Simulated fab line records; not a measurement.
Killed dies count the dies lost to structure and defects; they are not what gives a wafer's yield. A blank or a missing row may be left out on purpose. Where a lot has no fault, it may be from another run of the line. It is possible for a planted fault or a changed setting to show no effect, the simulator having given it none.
Which tool was responsible? || flow nand_harc || 24 lots with 72 wafers sampled at 6 steps, on a route of 1302 steps

WHAT THE GAUGES SHOWED, per wafer
NHARC_A_BLC_INSPECT_28. Usual: raw_defect_count at 526, with a standard deviation of 110.
{"lot": "L076", "measured": "day 23 05:26", "on": "defect_inspect-01", "raw_defect_count": "547 746 497", "flag": ""}
{"lot": "L074", "measured": "day 23 07:15", "on": "defect_inspect-01", "raw_defect_count": "382 394 617", "flag": ""}
{"lot": "L075", "measured": "day 23 14:24", "on": "defect_inspect-01", "raw_defect_count": "488 590 463", "flag": ""}
{"lot": "L077", "measured": "day 24 07:29", "on": "defect_inspect-01", "raw_defect_count": "613 414 700", "flag": ""}
{"lot": "L078", "measured": "day 24 09:23", "on": "defect_inspect-01", "raw_defect_count": "449 480 585", "flag": ""}
{"lot": "L079", "measured": "day 24 13:28", "on": "defect_inspect-02", "raw_defect_count": "787 484 509", "flag": ""}
{"lot": "L082", "measured": "day 25 03:40", "on": "defect_inspect-02", "raw_defect_count": "732 646 561", "flag": ""}
{"lot": "L080", "measured": "day 25 06:46", "on": "defect_inspect-02", "raw_defect_count": "572 552 476", "flag": ""}
{"lot": "L081", "measured": "day 25 08:00", "on": "defect_inspect-02", "raw_defect_count": "425 489 501", "flag": ""}
{"lot": "L083", "measured": "day 26 16:47", "on": "defect_inspect-01", "raw_defect_count": "434 602 431", "flag": ""}
{"lot": "L084", "measured": "day 27 04:26", "on": "defect_inspect-02", "raw_defect_count": "508 444 631", "flag": ""}
{"lot": "L086", "measured": "day 27 14:54", "on": "defect_inspect-01", "raw_defect_count": "433 452 504", "flag": ""}
{"lot": "L085", "measured": "day 27 17:58", "on": "defect_inspect-01", "raw_defect_count": "605 532 541", "flag": ""}
{"lot": "L087", "measured": "day 28 13:42", "on": "defect_inspect-02", "raw_defect_count": "334 384 489", "flag": ""}
{"lot": "L089", "measured": "day 28 21:15", "on": "defect_inspect-02", "raw_defect_count": "395 395 436", "flag": ""}
{"lot": "L088", "measured": "day 29 04:44", "on": "defect_inspect-01", "raw_defect_count": "611 516 498", "flag": ""}
{"lot": "L090", "measured": "day 30 10:28", "on": "defect_inspect-01", "raw_defect_count": "707 565 479", "flag": ""}
{"lot": "L091", "measured": "day 30 20:48", "on": "defect_inspect-02", "raw_defect_count": "461 567 483", "flag": ""}
{"lot": "L092", "measured": "day 30 22:21", "on": "defect_inspect-02", "raw_defect_count": "378 463 450", "flag": ""}
{"lot": "L093", "measured": "day 31 03:31", "on": "defect_inspect-01", "raw_defect_count": "519 417 668", "flag": ""}
{"lot": "L094", "measured": "day 31 06:53", "on": "defect_inspect-01", "raw_defect_count": "604 596 655", "flag": ""}
{"lot": "L095", "measured": "day 31 12:22", "on": "defect_inspect-02", "raw_defect_count": "463 449 444", "flag": ""}
{"lot": "L096", "measured": "day 31 13:04", "on": "defect_inspect-02", "raw_defect_count": "509 507 419", "flag": ""}
{"lot": "L097", "measured": "day 32 02:14", "on": "defect_inspect-01", "raw_defect_count": "530 565 432", "flag": ""}

NHARC_A_M0_INSPECT_11. Usual: raw_defect_count at 83, with a standard deviation of 38.
{"lot": "L076", "measured": "day 23 06:20", "on": "defect_inspect-02", "raw_defect_count": "51 53 55", "flag": ""}
{"lot": "L074", "measured": "day 23 08:10", "on": "defect_inspect-01", "raw_defect_count": "19 18 21", "flag": ""}
{"lot": "L075", "measured": "day 23 15:26", "on": "defect_inspect-01", "raw_defect_count": "126 114 98", "flag": ""}
{"lot": "L077", "measured": "day 24 08:31", "on": "defect_inspect-01", "raw_defect_count": "103 114 115", "flag": ""}
{"lot": "L078", "measured": "day 24 10:39", "on": "defect_inspect-02", "raw_defect_count": "105 124 133", "flag": ""}
{"lot": "L079", "measured": "day 24 14:22", "on": "defect_inspect-02", "raw_defect_count": "29 30 31", "flag": ""}
{"lot": "L082", "measured": "day 25 04:35", "on": "defect_inspect-02", "raw_defect_count": "177 150 147", "flag": ""}
{"lot": "L080", "measured": "day 25 07:40", "on": "defect_inspect-02", "raw_defect_count": "68 64 85", "flag": ""}
{"lot": "L081", "measured": "day 25 08:54", "on": "defect_inspect-02", "raw_defect_count": "71 74 72", "flag": ""}
{"lot": "L083", "measured": "day 26 17:41", "on": "defect_inspect-02", "raw_defect_count": "99 71 81", "flag": ""}
{"lot": "L084", "measured": "day 27 05:20", "on": "defect_inspect-02", "raw_defect_count": "121 132 129", "flag": ""}
{"lot": "L086", "measured": "day 27 15:48", "on": "defect_inspect-01", "raw_defect_count": "73 95 82", "flag": ""}
{"lot": "L085", "measured": "day 27 18:52", "on": "defect_inspect-01", "raw_defect_count": "130 120 140", "flag": ""}
{"lot": "L087", "measured": "day 28 14:37", "on": "defect_inspect-01", "raw_defect_count": "65 79 80", "flag": ""}
{"lot": "L089", "measured": "day 28 22:17", "on": "defect_inspect-01", "raw_defect_count": "97 101 116", "flag": ""}
{"lot": "L088", "measured": "day 29 05:37", "on": "defect_inspect-02", "raw_defect_count": "84 64 64", "flag": ""}
{"lot": "L090", "measured": "day 30 11:30", "on": "defect_inspect-02", "raw_defect_count": "109 112 103", "flag": ""}
{"lot": "L091", "measured": "day 30 21:42", "on": "defect_inspect-02", "raw_defect_count": "79 77 79", "flag": ""}
{"lot": "L092", "measured": "day 30 23:15", "on": "defect_inspect-01", "raw_defect_count": "91 99 115", "flag": ""}
{"lot": "L093", "measured": "day 31 04:34", "on": "defect_inspect-01", "raw_defect_count": "29 17 39", "flag": ""}
{"lot": "L094", "measured": "day 31 07:55", "on": "defect_inspect-01", "raw_defect_count": "137 111 118", "flag": ""}
{"lot": "L095", "measured": "day 31 13:46", "on": "defect_inspect-02", "raw_defect_count": "69 78 83", "flag": ""}
{"lot": "L096", "measured": "day 31 14:05", "on": "defect_inspect-01", "raw_defect_count": "32 22 26", "flag": ""}
{"lot": "L097", "measured": "day 32 03:08", "on": "defect_inspect-02", "raw_defect_count": "20 19 26", "flag": ""}

NHARC_A_M0_INSPECT_27. Usual: raw_defect_count at 510, with a standard deviation of 130.
{"lot": "L076", "measured": "day 23 08:58", "on": "defect_inspect-01", "raw_defect_count": "537 430 474", "flag": ""}
{"lot": "L074", "measured": "day 23 10:52", "on": "defect_inspect-01", "raw_defect_count": "523 476 520", "flag": ""}
{"lot": "L075", "measured": "day 23 17:59", "on": "defect_inspect-02", "raw_defect_count": "730 386 446", "flag": ""}
{"lot": "L077", "measured": "day 24 11:04", "on": "defect_inspect-01", "raw_defect_count": "610 799 645", "flag": ""}
{"lot": "L078", "measured": "day 24 13:11", "on": "defect_inspect-01", "raw_defect_count": "627 737 729", "flag": ""}
{"lot": "L079", "measured": "day 24 16:55", "on": "defect_inspect-02", "raw_defect_count": "344 475 518", "flag": ""}
{"lot": "L082", "measured": "day 25 07:10", "on": "defect_inspect-01", "raw_defect_count": "465 526 440", "flag": ""}
{"lot": "L080", "measured": "day 25 10:13", "on": "defect_inspect-02", "raw_defect_count": "578 635 729", "flag": ""}
{"lot": "L081", "measured": "day 25 11:28", "on": "defect_inspect-02", "raw_defect_count": "475 414 360", "flag": ""}
{"lot": "L083", "measured": "day 26 20:14", "on": "defect_inspect-01", "raw_defect_count": "408 461 336", "flag": ""}
{"lot": "L084", "measured": "day 27 07:52", "on": "defect_inspect-02", "raw_defect_count": "533 524 584", "flag": ""}
{"lot": "L086", "measured": "day 27 18:22", "on": "defect_inspect-02", "raw_defect_count": "542 500 485", "flag": ""}
{"lot": "L085", "measured": "day 27 21:25", "on": "defect_inspect-02", "raw_defect_count": "425 444 554", "flag": ""}
{"lot": "L087", "measured": "day 28 17:09", "on": "defect_inspect-02", "raw_defect_count": "353 402 370", "flag": ""}
{"lot": "L089", "measured": "day 29 00:52", "on": "defect_inspect-01", "raw_defect_count": "567 476 619", "flag": ""}
{"lot": "L088", "measured": "day 29 08:16", "on": "defect_inspect-01", "raw_defect_count": "335 267 389", "flag": ""}
{"lot": "L090", "measured": "day 30 14:10", "on": "defect_inspect-01", "raw_defect_count": "719 529 489", "flag": ""}
{"lot": "L091", "measured": "day 31 00:14", "on": "defect_inspect-01", "raw_defect_count": "366 554 423", "flag": ""}
{"lot": "L092", "measured": "day 31 01:47", "on": "defect_inspect-01", "raw_defect_count": "443 395 486", "flag": ""}
{"lot": "L093", "measured": "day 31 07:07", "on": "defect_inspect-02", "raw_defect_count": "474 353 393", "flag": ""}
{"lot": "L094", "measured": "day 31 10:27", "on": "defect_inspect-02", "raw_defect_count": "663 728 761", "flag": ""}
{"lot": "L095", "measured": "day 31 16:20", "on": "defect_inspect-02", "raw_defect_count": "582 529 451", "flag": ""}
{"lot": "L096", "measured": "day 31 16:38", "on": "defect_inspect-02", "raw_defect_count": "441 349 456", "flag": ""}
{"lot": "L097", "measured": "day 32 05:40", "on": "defect_inspect-01", "raw_defect_count": "368 356 508", "flag": ""}

NHARC_A_BONDPAD_CD_MEAS_13. Usual: cd_nm at 499.4 nm, with a standard deviation of 2.5.
{"lot": "L076", "measured": "day 23 15:37", "on": "cd_sem-02", "cd_nm (nm)": "498.5 498.3 496.9", "flag": ""}
{"lot": "L074", "measured": "day 23 17:50", "on": "cd_sem-02", "cd_nm (nm)": "495.8 497.7 497.9", "flag": ""}
{"lot": "L075", "measured": "day 24 00:41", "on": "cd_sem-03", "cd_nm (nm)": "501.5 500.8 506.4", "flag": ""}
{"lot": "L077", "measured": "day 24 17:41", "on": "cd_sem-01", "cd_nm (nm)": "497.8 502.9 501.8", "flag": ""}
{"lot": "L078", "measured": "day 24 19:40", "on": "cd_sem-01", "cd_nm (nm)": "497.3 501.1 500.9", "flag": ""}
{"lot": "L079", "measured": "day 24 23:47", "on": "cd_sem-03", "cd_nm (nm)": "499.0 502.2 502.9", "flag": ""}
{"lot": "L082", "measured": "day 25 13:47", "on": "cd_sem-02", "cd_nm (nm)": "501.8 498.3 499.7", "flag": ""}
{"lot": "L080", "measured": "day 25 16:58", "on": "cd_sem-01", "cd_nm (nm)": "499.6 498.3 499.7", "flag": ""}
{"lot": "L081", "measured": "day 25 18:17", "on": "cd_sem-03", "cd_nm (nm)": "499.6 499.7 499.4", "flag": ""}
{"lot": "L083", "measured": "day 27 03:01", "on": "cd_sem-01", "cd_nm (nm)": "499.7 500.7 501.5", "flag": ""}
{"lot": "L084", "measured": "day 27 14:24", "on": "cd_sem-03", "cd_nm (nm)": "498.2 498.8 498.7", "flag": ""}
{"lot": "L086", "measured": "day 28 00:42", "on": "cd_sem-03", "cd_nm (nm)": "503.0 499.7 501.1", "flag": ""}
{"lot": "L085", "measured": "day 28 04:01", "on": "cd_sem-03", "cd_nm (nm)": "499.6 502.4 498.0", "flag": ""}
{"lot": "L087", "measured": "day 28 23:40", "on": "cd_sem-01", "cd_nm (nm)": "496.8 497.6 496.7", "flag": ""}
{"lot": "L089", "measured": "day 29 07:24", "on": "cd_sem-01", "cd_nm (nm)": "501.2 500.2 498.6", "flag": ""}
{"lot": "L088", "measured": "day 29 14:58", "on": "cd_sem-01", "cd_nm (nm)": "500.2 501.9 498.7", "flag": ""}
{"lot": "L090", "measured": "day 30 20:32", "on": "cd_sem-02", "cd_nm (nm)": "499.6 500.5 499.2", "flag": ""}
{"lot": "L091", "measured": "day 31 06:38", "on": "cd_sem-03", "cd_nm (nm)": "496.2 501.1 498.2", "flag": ""}
{"lot": "L092", "measured": "day 31 08:29", "on": "cd_sem-01", "cd_nm (nm)": "500.2 495.5 502.1", "flag": ""}
{"lot": "L093", "measured": "day 31 15:22", "on": "cd_sem-03", "cd_nm (nm)": "495.6 498.6 499.9", "flag": ""}
{"lot": "L094", "measured": "day 31 17:13", "on": "cd_sem-02", "cd_nm (nm)": "499.4 504.7 500.1", "flag": ""}
{"lot": "L095", "measured": "day 31 23:14", "on": "cd_sem-01", "cd_nm (nm)": "500.0 498.8 500.4", "flag": ""}
{"lot": "L096", "measured": "day 31 23:29", "on": "cd_sem-03", "cd_nm (nm)": "495.2 498.3 496.6", "flag": ""}
{"lot": "L097", "measured": "day 32 12:20", "on": "cd_sem-01", "cd_nm (nm)": "497.6 494.5 498.0", "flag": ""}

WHAT TOOL EACH LOT RAN ON (gives the tool, then ch and the chambers of the sampled wafers, and finally the start)
{"lot": "L076", "NHARC_A_M0_ETCH_15": "rie_diel-11 ch 0,1, day 23 08:58 or earlier", "NHARC_A_M1_PRE_CLEAN_30": "pvd_sputter-02, day 23 15:37 or earlier"}
{"lot": "L074", "NHARC_A_M0_ETCH_15": "rie_diel-11 ch 0,2,3, day 23 10:52 or earlier", "NHARC_A_M1_PRE_CLEAN_30": "pvd_sputter-01, day 23 13:33"}
{"lot": "L075", "NHARC_A_M0_ETCH_15": "rie_diel-05 ch 0,1, day 23 17:59 or earlier", "NHARC_A_M1_PRE_CLEAN_30": "pvd_sputter-03, day 24 00:41 or earlier"}
{"lot": "L077", "NHARC_A_M0_ETCH_15": "rie_diel-07 ch 0,2,3, day 24 11:04 or earlier", "NHARC_A_M1_PRE_CLEAN_30": "pvd_sputter-01, day 24 17:41 or earlier"}
{"lot": "L078", "NHARC_A_M0_ETCH_15": "rie_diel-11 ch 0,1,2, day 24 13:11 or earlier", "NHARC_A_M1_PRE_CLEAN_30": "pvd_sputter-02, day 24 19:40 or earlier"}
{"lot": "L079", "NHARC_A_M0_ETCH_15": "rie_diel-11 ch 0,2,3, day 24 16:55 or earlier", "NHARC_A_M1_PRE_CLEAN_30": "pvd_sputter-01, day 24 23:47 or earlier"}
{"lot": "L082", "NHARC_A_M0_ETCH_15": "rie_diel-05 ch 1,2, day 25 07:10 or earlier", "NHARC_A_M1_PRE_CLEAN_30": "pvd_sputter-02, day 25 13:47 or earlier"}
{"lot": "L080", "NHARC_A_M0_ETCH_15": "rie_diel-11 ch 0,1,3, day 25 10:13 or earlier", "NHARC_A_M1_PRE_CLEAN_30": "pvd_sputter-03, day 25 16:58 or earlier"}
{"lot": "L081", "NHARC_A_M0_ETCH_15": "rie_diel-11 ch 0,1, day 25 11:28 or earlier", "NHARC_A_M1_PRE_CLEAN_30": "pvd_sputter-03, day 25 18:17 or earlier"}
{"lot": "L083", "NHARC_A_M0_ETCH_15": "rie_diel-07 ch 1,2,3, day 26 20:14 or earlier", "NHARC_A_M1_PRE_CLEAN_30": "pvd_sputter-01, day 27 03:01 or earlier"}
{"lot": "L084", "NHARC_A_M0_ETCH_15": "rie_diel-07 ch 0,2,3, day 27 07:52 or earlier", "NHARC_A_M1_PRE_CLEAN_30": "pvd_sputter-01, day 27 14:24 or earlier"}
{"lot": "L086", "NHARC_A_M0_ETCH_15": "rie_diel-07 ch 0,1,2, day 27 18:22 or earlier", "NHARC_A_M1_PRE_CLEAN_30": "pvd_sputter-03, day 28 00:42 or earlier"}
{"lot": "L085", "NHARC_A_M0_ETCH_15": "rie_diel-05 ch 1,2,3, day 27 21:25 or earlier", "NHARC_A_M1_PRE_CLEAN_30": "pvd_sputter-01, day 28 04:01 or earlier"}
{"lot": "L087", "NHARC_A_M0_ETCH_15": "rie_diel-05 ch 0,1,2, day 28 17:09 or earlier", "NHARC_A_M1_PRE_CLEAN_30": "pvd_sputter-03, day 28 23:40 or earlier"}
{"lot": "L089", "NHARC_A_M0_ETCH_15": "rie_diel-11 ch 1,2,3, day 29 00:52 or earlier", "NHARC_A_M1_PRE_CLEAN_30": "pvd_sputter-01, day 29 07:24 or earlier"}
{"lot": "L088", "NHARC_A_M0_ETCH_15": "rie_diel-05 ch 0,2,3, day 29 08:16 or earlier", "NHARC_A_M1_PRE_CLEAN_30": "pvd_sputter-03, day 29 14:58 or earlier"}
{"lot": "L090", "NHARC_A_M0_ETCH_15": "rie_diel-07 ch 0, day 30 11:50", "NHARC_A_M1_PRE_CLEAN_30": "pvd_sputter-01, day 30 20:32 or earlier"}
{"lot": "L091", "NHARC_A_M0_ETCH_15": "rie_diel-05 ch 1,2,3, day 31 00:14 or earlier", "NHARC_A_M1_PRE_CLEAN_30": "pvd_sputter-01, day 31 06:38 or earlier"}
{"lot": "L092", "NHARC_A_M0_ETCH_15": "rie_diel-05 ch 1,2,3, day 31 01:47 or earlier", "NHARC_A_M1_PRE_CLEAN_30": "pvd_sputter-03, day 31 08:29 or earlier"}
{"lot": "L093", "NHARC_A_M0_ETCH_15": "rie_diel-11 ch 0,1,3, day 31 07:07 or earlier", "NHARC_A_M1_PRE_CLEAN_30": "pvd_sputter-01, day 31 15:22 or earlier"}
{"lot": "L094", "NHARC_A_M0_ETCH_15": "rie_diel-11 ch 0,1,3, day 31 10:27 or earlier", "NHARC_A_M1_PRE_CLEAN_30": "pvd_sputter-01, day 31 17:13 or earlier"}
{"lot": "L095", "NHARC_A_M0_ETCH_15": "rie_diel-07 ch 2,3, day 31 16:20 or earlier", "NHARC_A_M1_PRE_CLEAN_30": "pvd_sputter-01, day 31 23:14 or earlier"}
{"lot": "L096", "NHARC_A_M0_ETCH_15": "rie_diel-11 ch 0,1,2, day 31 16:38 or earlier", "NHARC_A_M1_PRE_CLEAN_30": "pvd_sputter-02, day 31 23:29 or earlier"}
{"lot": "L097", "NHARC_A_M0_ETCH_15": "rie_diel-11 ch 0,3, day 32 05:40 or earlier", "NHARC_A_M1_PRE_CLEAN_30": "pvd_sputter-01, day 32 12:20 or earlier"}
- NHARC_A_M0_ETCH_15: etches the open film in C4F8/Ar, target depth 150 nm, overetch 15 nm, time 82.5 s.
- NHARC_A_M1_PRE_CLEAN_30: time 30 s.

WHAT THE TOOLS THEMSELVES READ (means of the sampled wafers that have a number; where no wafer has one, the mark that the record gives instead)
NHARC_A_M0_ETCH_15. Usual: oes_product_au 0.939 a.u., standard deviation 0.022; rf_vpp_V 439.7 V, standard deviation 2.4.
{"lot": "L076", "tool": "rie_diel-11", "oes_product_au (a.u.)": 0.926, "rf_vpp_V (V)": 441.0, "flag": ""}
{"lot": "L074", "tool": "rie_diel-11", "oes_product_au (a.u.)": 0.979, "rf_vpp_V (V)": 440.5, "flag": ""}
{"lot": "L075", "tool": "rie_diel-05", "oes_product_au (a.u.)": 0.928, "rf_vpp_V (V)": 442.8, "flag": ""}
{"lot": "L077", "tool": "rie_diel-07", "oes_product_au (a.u.)": 0.925, "rf_vpp_V (V)": 440.2, "flag": ""}
{"lot": "L078", "tool": "rie_diel-11", "oes_product_au (a.u.)": 0.962, "rf_vpp_V (V)": 439.5, "flag": ""}
{"lot": "L079", "tool": "rie_diel-11", "oes_product_au (a.u.)": 0.925, "rf_vpp_V (V)": 440.5, "flag": ""}
{"lot": "L082", "tool": "rie_diel-05", "oes_product_au (a.u.)": 0.947, "rf_vpp_V (V)": 438.9, "flag": ""}
{"lot": "L080", "tool": "rie_diel-11", "oes_product_au (a.u.)": 0.916, "rf_vpp_V (V)": 440.7, "flag": ""}
{"lot": "L081", "tool": "rie_diel-11", "oes_product_au (a.u.)": 0.928, "rf_vpp_V (V)": 439.3, "flag": ""}
{"lot": "L083", "tool": "rie_diel-07", "oes_product_au (a.u.)": 0.962, "rf_vpp_V (V)": 439.5, "flag": ""}
{"lot": "L084", "tool": "rie_diel-07", "oes_product_au (a.u.)": 0.924, "rf_vpp_V (V)": 440.5, "flag": ""}
{"lot": "L086", "tool": "rie_diel-07", "oes_product_au (a.u.)": 0.912, "rf_vpp_V (V)": 439.0, "flag": ""}
{"lot": "L085", "tool": "rie_diel-05", "oes_product_au (a.u.)": 0.917, "rf_vpp_V (V)": 441.1, "flag": ""}
{"lot": "L087", "tool": "rie_diel-05", "oes_product_au (a.u.)": 0.969, "rf_vpp_V (V)": 440.7, "flag": ""}
{"lot": "L089", "tool": "rie_diel-11", "oes_product_au (a.u.)": 0.982, "rf_vpp_V (V)": 437.8, "flag": ""}
{"lot": "L088", "tool": "rie_diel-05", "oes_product_au (a.u.)": 0.919, "rf_vpp_V (V)": 440.2, "flag": ""}
{"lot": "L090", "tool": "rie_diel-07", "oes_product_au (a.u.)": 0.928, "rf_vpp_V (V)": 437.7, "flag": ""}
{"lot": "L091", "tool": "rie_diel-05", "oes_product_au (a.u.)": 0.951, "rf_vpp_V (V)": 440.3, "flag": ""}
{"lot": "L092", "tool": "rie_diel-05", "oes_product_au (a.u.)": 0.954, "rf_vpp_V (V)": 439.7, "flag": ""}
{"lot": "L093", "tool": "rie_diel-11", "oes_product_au (a.u.)": 0.935, "rf_vpp_V (V)": 440.7, "flag": ""}
{"lot": "L094", "tool": "rie_diel-11", "oes_product_au (a.u.)": 0.933, "rf_vpp_V (V)": 439.1, "flag": ""}
{"lot": "L095", "tool": "rie_diel-07", "oes_product_au (a.u.)": 0.920, "rf_vpp_V (V)": 440.4, "flag": ""}
{"lot": "L096", "tool": "rie_diel-11", "oes_product_au (a.u.)": 0.946, "rf_vpp_V (V)": 440.0, "flag": ""}
{"lot": "L097", "tool": "rie_diel-11", "oes_product_au (a.u.)": 0.939, "rf_vpp_V (V)": 441.0, "flag": ""}

NHARC_A_M1_PRE_CLEAN_30. Usual: heater_power_w at 408 W, with a standard deviation of 46.
{"lot": "L076", "tool": "pvd_sputter-02", "heater_power_w (W)": 432, "flag": ""}
{"lot": "L074", "tool": "pvd_sputter-01", "heater_power_w (W)": 380, "flag": ""}
{"lot": "L075", "tool": "pvd_sputter-03", "heater_power_w (W)": 440, "flag": ""}
{"lot": "L077", "tool": "pvd_sputter-01", "heater_power_w (W)": 366, "flag": ""}
{"lot": "L078", "tool": "pvd_sputter-02", "heater_power_w (W)": 476, "flag": ""}
{"lot": "L079", "tool": "pvd_sputter-01", "heater_power_w (W)": 412, "flag": ""}
{"lot": "L082", "tool": "pvd_sputter-02", "heater_power_w (W)": 443, "flag": ""}
{"lot": "L080", "tool": "pvd_sputter-03", "heater_power_w (W)": 403, "flag": ""}
{"lot": "L081", "tool": "pvd_sputter-03", "heater_power_w (W)": 408, "flag": ""}
{"lot": "L083", "tool": "pvd_sputter-01", "heater_power_w (W)": 363, "flag": ""}
{"lot": "L084", "tool": "pvd_sputter-01", "heater_power_w (W)": 395, "flag": ""}
{"lot": "L086", "tool": "pvd_sputter-03", "heater_power_w (W)": 403, "flag": ""}
{"lot": "L085", "tool": "pvd_sputter-01", "heater_power_w (W)": 389, "flag": ""}
{"lot": "L087", "tool": "pvd_sputter-03", "heater_power_w (W)": 421, "flag": ""}
{"lot": "L089", "tool": "pvd_sputter-01", "heater_power_w (W)": 355, "flag": ""}
{"lot": "L088", "tool": "pvd_sputter-03", "heater_power_w (W)": 425, "flag": ""}
{"lot": "L090", "tool": "pvd_sputter-01", "heater_power_w (W)": 393, "flag": ""}
{"lot": "L091", "tool": "pvd_sputter-01", "heater_power_w (W)": 391, "flag": ""}
{"lot": "L092", "tool": "pvd_sputter-03", "heater_power_w (W)": 431, "flag": ""}
{"lot": "L093", "tool": "pvd_sputter-01", "heater_power_w (W)": 405, "flag": ""}
{"lot": "L094", "tool": "pvd_sputter-01", "heater_power_w (W)": 392, "flag": ""}
{"lot": "L095", "tool": "pvd_sputter-01", "heater_power_w (W)": 431, "flag": ""}
{"lot": "L096", "tool": "pvd_sputter-02", "heater_power_w (W)": 468, "flag": ""}
{"lot": "L097", "tool": "pvd_sputter-01", "heater_power_w (W)": 374, "flag": ""}

THE ANSWER, worked out from the rows above alone
Rule: a lot counts as off when the mean over its wafers that have a number is more than 3 standard deviations away from the usual mean. Also off: a lot with no number at a reading for which 4 or more lots have one. Where the step has rows for the other lots, those lots are counted as sound. First the gauges in route order, then the tools' own readings, where a lot's mean is used as printed above. The first step at which some lot is off is used, and at that step the reading that is off furthest; a lot without a number counts as furthest.
Nothing can be told from this: no lot is off at any reading shown.

WHAT THE SIMULATOR HAD PUT IN
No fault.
